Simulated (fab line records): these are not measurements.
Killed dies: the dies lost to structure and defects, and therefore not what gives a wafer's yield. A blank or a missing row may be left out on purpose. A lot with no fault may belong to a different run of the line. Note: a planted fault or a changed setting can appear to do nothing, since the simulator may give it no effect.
Chamber matching -- flow n5_finfet -- rie_diel-06 running N5_BEOL_M4_ETCH_77: 4 sister chambers
The step etches underlayer in N2/H2, target depth 6.5 nm, time 5.2 s. 4 wafers are shown with their chamber, then 9 later ones without.

WAFERS WITH THEIR CHAMBER
wafer,chamber,showerhead_plenum_p_Torr (Torr)
L082.3,3,2.52
L086.2,0,2.51
L086.3,1,2.60
L086.5,2,2.47

WAFERS WITHOUT THEIR CHAMBER
wafer,showerhead_plenum_p_Torr (Torr)
L087.2,2.51
L087.3,2.47
L087.6,2.51
L092.1,2.51
L092.4,2.47
L092.6,2.51
L095.1,2.51
L095.2,2.50
L095.4,2.58

THE CHAMBER EACH PASSED THROUGH
wafer,from the rows above,in truth
L087.2,can't be placed: 0 or 3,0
L087.3,2,2
L087.6,can't be placed: 0 or 3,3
L092.1,can't be placed: 0 or 3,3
L092.4,2,2
L092.6,can't be placed: 0 or 3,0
L095.1,can't be placed: 0 or 3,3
L095.2,can't be placed: 0 or 3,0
L095.4,1,1
Placed correctly: 3 of 9. These rows do not allow placing 6 (true chamber among the candidates in 6). Number placed wrongly: 0.
How it was worked out, from the rows above alone: a wafer's distance from a chamber is the root of the sum, over the readings, of the square of ((its reading less the chamber's mean) divided by the reading's scatter). The wafer belongs to the nearest chamber; if the next one is less than 2 further off, it can't be placed. A chamber's mean is the mean of its shown wafers. The scatter: with one shown wafer a chamber, the root of the mean of the squares of how far each hidden wafer lies from its nearest shown one.
